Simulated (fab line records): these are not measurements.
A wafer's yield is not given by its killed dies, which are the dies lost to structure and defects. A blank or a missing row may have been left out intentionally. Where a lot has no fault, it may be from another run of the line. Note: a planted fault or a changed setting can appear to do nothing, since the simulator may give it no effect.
A lot that was struck, set against a sound lot || flow n5 finfet || 39 out of 1938 route steps
Sound: the wafers L117.1, L117.2, L117.3. Struck: wafers L124.4, L124.5, L124.6. The cause is named last.
Order at every step that has rows: each side's tool, ch and its chambers, its first start. Under that, the readings that differ: sound wafers || struck wafers || difference of the means || sigmas: that difference in standard deviations of wafers without a fault.
alike: readings whose means differ by less than 2 such deviations, and words and numbers that are the same on both sides. not compared: withheld readings, readings that some wafer has no value for, bounds like >300 that may hide the same value, and numbers for which the record gives no deviation and whose values overlap.
A row with sigmas, a row that says differs or no value, or rows on one side alone: a step with any of these is where the two part. Numbers that have no deviation but don't overlap get no sigmas and don't part them. Lack of a reading on every wafer of one side parts them only where that side has two or more wafers.

first, 9 steps without rows for these wafers: N5_SD_EPI_N_DESCUM_14 (chemistry O2, time 7.9 s); N5_SD_EPI_N_ETCH_34 (etches SiARC in CF4, target depth 45.5 nm, time 75.8 s); N5_SD_EPI_N_ETCH_35 (etches SOC in N2/H2, overetch 108 nm, time 486 s); N5_SD_EPI_N_STRIP_36 (strips in N2/H2); N5_SD_EPI_N_ETCHBACK_44 (etches SiNx in CH3F/O2, stops on SiO2, target depth 14.5 nm); N5_SD_EPI_N_ETCH_45 (etches SiOCN in CH3F/O2, target depth 6 nm); N5_SD_EPI_N_ETCH_16 (etches SiO2 in CHF3/O2, target depth 5 nm); N5_SD_EPI_N_STRIP_47 (strips in CHF3/O2); N5_SD_EPI_N_SD_RECESS_17 (chemistry HBr/Cl2/O2, target depth 41 nm, time 23.7 s, bt time 3 s).
N5_SD_EPI_N_STRIP_38: strips in N2/H2.
  sound on plasma asher-01 ch 0,1, day 5 15:13; struck on plasma asher-01 ch 0,1, day 7 08:04
  alike: drypump motor current A, heater power w, oes product au
  not compared: rf hours counter h
then, 10 steps without rows for these wafers: N5_SD_EPI_N_WET_ETCH_43 (etches SiO2 in dHF, time 14 s, target depth 1.5 nm); N5_SD_EPI_N_STRIP_18 (strips in SPM, time 750 s); N5_SD_EPI_N_SRD_20 (time 30 s); N5_SD_EPI_N_PRECLEAN_48 (cleans in NF3:NH3, afs cycles 2, time 20 s, sublimation time 60 s); N5_SD_EPI_N_VAPOR_ETCH_50 (etches Si in HCl, time 54 s); N5_SD_EPI_N_EPI_21 (deposits Si:P, time 690 s); N5_SD_EPI_N_PRECLEAN_24 (cleans in O3/DIW, time 60 s); N5_SD_EPI_N_SRD_25 (time 30 s); N5_SD_EPI_N_PRECLEAN_49 (cleans in NF3:NH3, afs cycles 1, time 20 s, sublimation time 60 s); N5_SD_EPI_N_LINER_46 (material SiNx, target thk 3 nm).
N5_SD_EPI_N_INSPECT_26: inspects for defects (darkfield).
  sound on defect inspect-02 at day 5 19:07; struck on defect inspect-02 at day 7 11:14
{"reading": "raw defect count", "sound": "137 269 200", "struck": "1008 987 1027", "difference": "+805", "sigmas": "+20"}
then, 8 steps without rows for these wafers: N5_SD_EPI_P_COAT_34 (time 60 s, resist thk 350 nm); N5_SD_EPI_P_COAT_35 (time 60 s, resist thk 35 nm); N5_SD_EPI_P_COAT_03 (resist thk 150 nm); N5_SD_EPI_P_EBR_05; N5_SD_EPI_P_SOFTBAKE_04 (time 60 s); N5_SD_EPI_P_EXPOSE_06 (exposes mask SD P BLK, target cd 240 nm); N5_SD_EPI_P_PEB_07 (peb time 60 s); N5_SD_EPI_P_DEVELOP_08 (develop time 30 s).
N5_SD_EPI_P_INSPECT_11: inspects for defects (macro).
  sound on defect inspect-02 at day 5 19:26; struck on defect inspect-01 at day 7 11:41
{"reading": "raw defect count", "sound": "1 0 7", "struck": ">300 >300 >300", "difference": "differs", "sigmas": ""}
then, 6 steps without rows for these wafers: N5_SD_EPI_P_DESCUM_14 (chemistry O2, time 7.9 s); N5_SD_EPI_P_ETCH_36 (etches SiARC in CF4, target depth 45.5 nm, time 75.8 s); N5_SD_EPI_P_ETCH_37 (etches SOC in N2/H2, overetch 108 nm, time 486 s); N5_SD_EPI_P_STRIP_38 (strips in N2/H2); N5_SD_EPI_P_ETCHBACK_46 (etches SiNx in CH3F/O2, stops on SiO2, target depth 17.5 nm); N5_SD_EPI_P_ETCH_47 (etches SiOCN in CH3F/O2, target depth 25 nm).
N5_SD_EPI_P_INSPECT_26: inspects for defects (darkfield).
  sound on defect inspect-02 at day 5 23:12; struck on defect inspect-01 at day 7 15:27
{"reading": "raw defect count", "sound": "116 145 124", "struck": "952 963 951", "difference": "+827", "sigmas": "+25"}
-- here the record skips 9 days between the struck wafers' starts before and after, leaving off in module SD_EPI_P and picking up in module BEOL_M4 (first step shown: number 1111 of the route) --
N5_BEOL_M4_RC_MEAS_101:
  sound on prober-02 ch 0, day 14 10:06; struck on prober-01 ch 0, day 16 16:45
  alike: DIBL_N, DIBL_P, IOFF_N, IOFF_P, ION_N, ION_P, SS_N, SS_P, VT_N, VT_P
-- here the record skips 5 days between the struck wafers' starts before and after, leaving off in module BEOL_M4 and picking up in module PASSIVATION (first step shown: number 1936 of the route) --
N5_PASSIVATION_PROBE_49:
  rows exist in the record for the struck wafers here (prober-01, day 21 05:41), but not for the sound ones

WHERE THEY PART
Last at N5_PASSIVATION_PROBE_49 as far as this record goes, first at N5_SD_EPI_N_INSPECT_26.

WHY: what had been put in by the simulator
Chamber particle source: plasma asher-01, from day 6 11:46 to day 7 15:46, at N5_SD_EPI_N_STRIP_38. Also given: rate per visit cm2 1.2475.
